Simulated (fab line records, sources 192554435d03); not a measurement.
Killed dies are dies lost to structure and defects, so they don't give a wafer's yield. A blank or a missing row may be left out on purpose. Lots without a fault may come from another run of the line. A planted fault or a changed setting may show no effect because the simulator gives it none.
Chamber matching | flow n5_finfet | N5_FIN_SAQP_MANDREL2_REMOVE_60 on rie_si-03: 4 sister chambers
The step chemistry HBr/Cl2/O2, target a-Si, stops on SiNx, bt time 10 s. 18 wafers are shown with their chamber, then 9 later ones without.

WAFERS WITH THEIR CHAMBER
wafer  | chamber | throttle_valve_pct (%) | drypump_motor_current_A (A) | oes_product_au (a.u.)
L079.1 | 1       | 36.2                   | 5.6                         | 0.992
L079.2 | 3       | 37.4                   | 6.3                         | 0.995
L079.3 | 2       | 37.1                   | 5.7                         | 1.001
L080.1 | 3       | 37.4                   | 6.3                         | 0.990
L080.3 | 0       | 36.1                   | 5.6                         | 1.020
L080.4 | 2       | 37.1                   | 5.7                         | 1.000
L082.1 | 3       | 37.3                   | 6.3                         | 0.999
L082.2 | 1       | 36.2                   | 5.5                         | 0.992
L082.5 | 0       | 36.1                   | 5.5                         | 1.023
L083.1 | 3       | 37.3                   | 6.3                         | 1.003
L083.2 | 2       | 37.1                   | 5.7                         | 1.007
L083.5 | 1       | 36.2                   | 5.6                         | 0.998
L084.2 | 0       | 36.1                   | 5.5                         | 1.027
L084.4 | 3       | 37.4                   | 6.3                         | 1.003
L084.6 | 0       | 36.1                   | 5.5                         | 1.023
L086.1 | 3       | 37.4                   | 6.3                         | 1.003
L086.2 | 2       | 37.1                   | 5.7                         | 0.999
L086.4 | 0       | 36.1                   | 5.5                         | 1.013

SIGNATURES (means of the wafers above)
reading                 | chamber 0 | chamber 1 | chamber 2 | chamber 3 | scatter within a chamber
throttle_valve_pct      | 36.100    | 36.200    | 37.100    | 37.367    | 0.0309
drypump_motor_current_A | 5.520     | 5.567     | 5.700     | 6.300     | 0.0324
oes_product_au          | 1.02120   | 0.99400   | 1.00175   | 0.99883   | 0.00475
Rule: a wafer's distance from a chamber is the root of the sum, over the readings, of the square of ((its reading less the chamber's mean) divided by the reading's scatter). The wafer belongs to the nearest chamber; if the next one is less than 2 further off, it can't be placed. The scatter: the root of (the sum of the squares of (reading less its chamber's mean) over the shown wafers, divided by (wafers less chambers)).

WAFERS WITHOUT THEIR CHAMBER
wafer  | throttle_valve_pct (%) | drypump_motor_current_A (A) | oes_product_au (a.u.)
L089.1 | 36.1                   | 5.5                         | 1.015
L089.3 | 36.2                   | 5.5                         | 0.993
L089.5 | 36.1                   | 5.5                         | 1.020
L091.1 | 37.4                   | 6.3                         | 1.012
L091.2 | 37.1                   | 5.7                         | 1.006
L091.3 | 36.1                   | 5.5                         | 1.025
L091.4 | 36.2                   | 5.5                         | 0.988
L091.5 | 36.1                   | 5.5                         | 1.023
L091.6 | 37.4                   | 6.3                         | 1.002

WHICH CHAMBER EACH WENT THROUGH
wafer  | from the rows above | in truth
L089.1 | 0                   | 0
L089.3 | 1                   | 1
L089.5 | 0                   | 0
L091.1 | 3                   | 3
L091.2 | 2                   | 2
L091.3 | 0                   | 0
L091.4 | 1                   | 1
L091.5 | 0                   | 0
L091.6 | 3                   | 3
Placed correctly: 9 of 9. Can't be placed from these rows: 0. Placed wrongly: 0.
